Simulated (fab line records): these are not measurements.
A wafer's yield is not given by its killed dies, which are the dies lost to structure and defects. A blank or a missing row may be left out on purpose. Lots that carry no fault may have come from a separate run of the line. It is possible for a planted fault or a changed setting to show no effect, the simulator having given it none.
Which tool did it? + flow n5_finfet + 26 wafers from 10 lots sampled at 6 of the route's 1938 steps

WHAT THE GAUGES READ, wafer by wafer
N5_BEOL_M0_RS_MEAS_126: measures by four-point-probe.
| lot  | measured     | on            | M0_RS (ohm/sq)    |
|------|--------------|---------------|-------------------|
| L389 | day 6 15:12  | film_metro-01 | 0.517 0.514       |
| L392 | day 7 10:22  | film_metro-02 | 0.534 0.535 0.508 |
| L394 | day 7 23:26  | film_metro-01 | 0.537 0.548 0.696 |
| L396 | day 8 02:44  | film_metro-01 | 0.516 0.520 0.782 |
| L400 | day 9 09:53  | film_metro-01 | 0.516 0.516       |
| L403 | day 9 21:18  | film_metro-01 | 0.520 0.531       |
| L406 | day 10 14:41 | film_metro-01 | 0.521 0.511 0.543 |
| L407 | day 10 21:11 | film_metro-01 | 0.522 0.517 0.524 |
| L408 | day 11 09:26 | film_metro-01 | 0.532 0.544 0.535 |
| L410 | day 11 19:20 | film_metro-01 | 0.498 0.513       |

N5_BEOL_M4_RC_MEAS_101.
| lot  | measured     | on        | DIBL_N (mV/V)  | DIBL_P (mV/V)  | IOFF_N (nA/um)    | IOFF_P (nA/um) | ION_N (uA/um) | ION_P (uA/um) | SS_N (mV/dec)  | SS_P (mV/dec)  | VT_N (mV)   | VT_P (mV)      |
|------|--------------|-----------|----------------|----------------|-------------------|----------------|---------------|---------------|----------------|----------------|-------------|----------------|
| L389 | day 8 07:28  | prober-01 | 36.3 35.4      | 36.5 36.5      | 0.166 0.161       | 0.22 0.21      | 681 682       | 471 468       | 72.3 72.3      | 73.6 72.4      | 250 246     | -249 -252      |
| L392 | day 9 01:55  | prober-02 | 34.2 35.6 36.1 | 33.5 35.0 34.7 | 0.128 0.146 0.155 | 0.19 0.22 0.21 | 673 661 667   | 464 457 461   | 71.0 71.8 71.4 | 72.3 72.8 72.6 | 250 252 251 | -252 -249 -248 |
| L394 | day 9 18:32  | prober-01 | 37.0 37.8 36.4 | 37.0 38.1 35.9 | 0.159 0.195 0.144 | 0.22 0.26 0.20 | 675 691 662   | 461 475 458   | 71.3 71.4 72.1 | 73.8 73.9 73.5 | 248 245 250 | -247 -244 -249 |
| L396 | day 9 17:47  | prober-02 | 37.3 36.5 36.4 | 36.2 35.0 34.8 | 0.177 0.164 0.154 | 0.23 0.20 0.20 | 682 685 675   | 471 467 465   | 70.9 71.9 71.1 | 73.5 72.8 73.7 | 246 246 248 | -246 -251 -251 |
| L400 | day 11 10:50 | prober-02 | 36.5 37.8      | 35.3 36.9      | 0.171 0.193       | 0.25 0.27      | 693 691       | 481 480       | 72.3 72.7      | 73.4 74.0      | 246 246     | -245 -246      |
| L403 | day 11 15:56 | prober-01 | 40.2 36.7      | 41.1 37.4      | 0.209 0.144       | 0.23 0.17      | 693 678       | 466 462       | 72.1 70.8      | 74.6 72.9      | 249 253     | -250 -254      |
| L406 | day 12 16:44 | prober-02 | 34.3 35.0 38.6 | 33.0 33.9 39.0 | 0.118 0.126 0.200 | 0.17 0.17 0.26 | 655 660 683   | 451 457 467   | 70.8 71.0 71.6 | 72.6 72.8 74.1 | 254 254 245 | -255 -253 -248 |
| L407 | day 13 11:00 | prober-02 | 37.6 36.6 37.2 | 37.5 35.7 36.1 | 0.179 0.157 0.168 | 0.24 0.22 0.23 | 679 679 686   | 465 470 477   | 71.9 71.0 72.1 | 73.8 72.6 72.5 | 246 248 246 | -247 -249 -248 |
| L408 | day 13 10:44 | prober-01 | 36.7 34.6 36.0 | 35.2 33.2 34.7 | 0.144 0.118 0.136 | 0.20 0.18 0.20 | 683 669 680   | 471 463 471   | 71.3 70.9 71.5 | 73.2 72.8 72.8 | 250 254 252 | -248 -251 -249 |
| L410 | day 14 08:32 | prober-01 | 36.5 41.0      | 35.5 40.2      | 0.142 0.249       | 0.22 0.32      | 667 689       | 466 478       | 71.1 72.7      | 72.7 74.6      | 250 242     | -247 -245      |

WHICH TOOL RAN EACH LOT (tool, then ch and the chambers of the sampled wafers, then the start)
| lot  | N5_BEOL_M0_SAQP_ILD_DEP_01      | N5_BEOL_M0_ANNEAL_133        | N5_BEOL_M0_CMP_120            | N5_BEOL_M1_ILD_DEP_00           |
|------|---------------------------------|------------------------------|-------------------------------|---------------------------------|
| L389 | pecvd-02 ch 1, day 6 00:55      | pvd_sputter-03, day 6 13:32  | cmp-03 ch 1,2, day 6 14:25    | pecvd-01 ch 1,2, day 6 15:16    |
| L392 | pecvd-04 ch 1,2, day 6 21:34    | pvd_sputter-01, day 7 09:10  | cmp-03 ch 0,1,2, day 7 09:49  | pecvd-04 ch 0,1, day 7 10:26    |
| L394 | pecvd-04 ch 0,1,2, day 7 08:03  | pvd_sputter-02, day 7 22:13  | cmp-03 ch 0,1,2, day 7 22:55  | pecvd-01 ch 0,1,2, day 7 23:29  |
| L396 | pecvd-04 ch 0,1,2, day 7 16:06  | pvd_sputter-01, day 8 01:30  | cmp-03 ch 0,3, day 8 02:10    | pecvd-01 ch 0,1,2, day 8 02:47  |
| L400 | pecvd-02 ch 1,2, day 8 21:02    | pvd_sputter-03, day 9 08:34  | cmp-03 ch 0,2, day 9 09:27    | pecvd-01 ch 0,1, day 9 09:57    |
| L403 | pecvd-02 ch 0,1, day 9 08:30    | pvd_sputter-01, day 9 20:05  | cmp-04 ch 0,1, day 9 20:47    | pecvd-01 ch 0,2, day 9 21:23    |
| L406 | pecvd-03 ch 0,1, day 10 00:59   | pvd_sputter-02, day 10 13:16 | cmp-04 ch 1,2, day 10 13:58   | pecvd-01 ch 0,1,2, day 10 14:46 |
| L407 | pecvd-04 ch 0,1,2, day 10 08:54 | pvd_sputter-01, day 10 19:59 | cmp-03 ch 0,1,3, day 10 20:38 | pecvd-04 ch 0,1,2, day 10 21:15 |
| L408 | pecvd-04 ch 0,1,2, day 10 15:20 | pvd_sputter-02, day 11 08:13 | cmp-03 ch 1,2,3, day 11 08:58 | pecvd-02 ch 1,2, day 11 09:30   |
| L410 | pecvd-03 ch 0,1, day 11 03:37   | pvd_sputter-02, day 11 18:07 | cmp-01 ch 2,3, day 11 18:53   | pecvd-01 ch 0,2, day 11 19:25   |
- N5_BEOL_M0_SAQP_ILD_DEP_01: deposits SiOC from DEMS/O2, target thk 45.419 nm, time 8.7 s.
- N5_BEOL_M0_ANNEAL_133: time 60 s.
- N5_BEOL_M0_CMP_120: polishes, stops on SiOC, t overpolish 6.9 s.
- N5_BEOL_M1_ILD_DEP_00: deposits SiOC from DEMS/O2, target thk 79 nm, time 15.3 s.

AS READ BY THE TOOLS THEMSELVES (means over the sampled wafers that have a number; for cases with no such wafer, the mark the record gives instead)
N5_BEOL_M0_SAQP_ILD_DEP_01.
| lot  | tool     | heater_power_w (W) | showerhead_plenum_p_Torr (Torr) | showerhead_vpp_V (V) | susceptor_temp_C (C) | throttle_valve_pct (%) |
|------|----------|--------------------|---------------------------------|----------------------|----------------------|------------------------|
| L389 | pecvd-02 | 564                | 5.715                           | 1398                 | 350.00               | 12.6                   |
| L392 | pecvd-04 | 599                | 5.703                           | 1333                 | 349.97               | 11.5                   |
| L394 | pecvd-04 | 594                | 5.690                           | 1351                 | 349.84               | 12.0                   |
| L396 | pecvd-04 | 598                | 5.689                           | 1330                 | 349.99               | 11.9                   |
| L400 | pecvd-02 | 538                | 5.694                           | 1330                 | 349.95               | 12.4                   |
| L403 | pecvd-02 | 507                | 5.712                           | 1386                 | 349.97               | 12.2                   |
| L406 | pecvd-03 | 603                | 5.693                           | 1423                 | 350.14               | 12.0                   |
| L407 | pecvd-04 | 583                | 5.687                           | 1332                 | 349.93               | 11.9                   |
| L408 | pecvd-04 | 555                | 5.694                           | 1338                 | 349.86               | 12.0                   |
| L410 | pecvd-03 | 556                | 5.684                           | 1426                 | 349.89               | 12.2                   |

N5_BEOL_M0_ANNEAL_133.
| lot  | tool           | heater_power_w (W) | susceptor_temp_C (C) |
|------|----------------|--------------------|----------------------|
| L389 | pvd_sputter-03 | 743                | 400.02               |
| L392 | pvd_sputter-01 | 810                | 400.05               |
| L394 | pvd_sputter-02 | 775                | 400.01               |
| L396 | pvd_sputter-01 | 850                | 399.73               |
| L400 | pvd_sputter-03 | 788                | 399.83               |
| L403 | pvd_sputter-01 | 764                | 400.01               |
| L406 | pvd_sputter-02 | 888                | 399.81               |
| L407 | pvd_sputter-01 | 855                | 399.96               |
| L408 | pvd_sputter-02 | 870                | 399.85               |
| L410 | pvd_sputter-02 | 838                | 400.00               |

N5_BEOL_M0_CMP_120.
| lot  | tool   | barrier_field_endpoint_s (s) | motor_current_A (A) | overpolish_run_s (s) | time_to_endpoint_s (s) |
|------|--------|------------------------------|---------------------|----------------------|------------------------|
| L389 | cmp-03 | 3.79                         | 6.7                 | 6.905                | 63.6                   |
| L392 | cmp-03 | 3.66                         | 6.6                 | 6.904                | 63.2                   |
| L394 | cmp-03 | 3.61                         | 6.5                 | 6.903                | 62.7                   |
| L396 | cmp-03 | 3.53                         | 6.2                 | 6.901                | 62.4                   |
| L400 | cmp-03 | 3.78                         | 6.5                 | 6.902                | 64.9                   |
| L403 | cmp-04 | 3.67                         | 6.1                 | 6.894                | 63.4                   |
| L406 | cmp-04 | 3.76                         | 6.1                 | 6.895                | 63.4                   |
| L407 | cmp-03 | 3.62                         | 6.4                 | 6.913                | 63.9                   |
| L408 | cmp-03 | 3.82                         | 6.7                 | 6.903                | 63.7                   |
| L410 | cmp-01 | 3.63                         | 6.0                 | 6.903                | 64.2                   |

N5_BEOL_M1_ILD_DEP_00.
| lot  | tool     | heater_power_w (W) | showerhead_plenum_p_Torr (Torr) | showerhead_vpp_V (V) | susceptor_temp_C (C) | throttle_valve_pct (%) |
|------|----------|--------------------|---------------------------------|----------------------|----------------------|------------------------|
| L389 | pecvd-01 | 465                | 5.699                           | 1380                 | 350.04               | 12.5                   |
| L392 | pecvd-04 | 637                | 5.681                           | 1356                 | 349.89               | 12.6                   |
| L394 | pecvd-01 | 448                | 5.699                           | 1364                 | 350.10               | 12.6                   |
| L396 | pecvd-01 | 442                | 5.689                           | 1383                 | 350.06               | 12.5                   |
| L400 | pecvd-01 | 426                | 5.689                           | 1371                 | 350.11               | 13.1                   |
| L403 | pecvd-01 | 398                | 5.694                           | 1422                 | 349.95               | 12.2                   |
| L406 | pecvd-01 | 422                | 5.704                           | 1393                 | 349.87               | 12.6                   |
| L407 | pecvd-04 | 558                | 5.693                           | 1329                 | 350.07               | 12.1                   |
| L408 | pecvd-02 | 543                | 5.701                           | 1379                 | 349.86               | 12.3                   |
| L410 | pecvd-01 | 430                | 5.688                           | 1408                 | 350.02               | 12.2                   |

THE ANSWER, worked out from the rows above alone
Rule: what is usual is taken from the lots themselves. Put in order of their means at a reading, lots are off if they are a third of the lots or fewer, leave a main group of 4 or more, and stand apart from it by a gap of 3 or more times the standard deviation of the main group's means; of several such gaps the widest counts. A main group is skipped when, at the precision printed for the reading in the tables above, its means are all equal. A lot without any number at a reading at which 4 lots or more have one is off too. Any other lot the step has rows for is counted as sound. Order of review: gauges by route order, followed by the tools' own readings, for which a lot's mean as printed above is used. The first step at which some lot is off is used, and at that step the reading that is off furthest; a lot without a number counts as furthest.
Off: at N5_BEOL_M0_RS_MEAS_126 (M0_RS), L394, L396. Main group: mean 0.521 ohm/sq, sd 0.0087.
A tool fits if, at a process step before that reading, it ran every lot that is off, and no sound lot after the first of them. The gauges at N5_BEOL_M0_RS_MEAS_126 are tried like those tools. None of those tried fits.

WHAT THE SIMULATOR HAD INSERTED
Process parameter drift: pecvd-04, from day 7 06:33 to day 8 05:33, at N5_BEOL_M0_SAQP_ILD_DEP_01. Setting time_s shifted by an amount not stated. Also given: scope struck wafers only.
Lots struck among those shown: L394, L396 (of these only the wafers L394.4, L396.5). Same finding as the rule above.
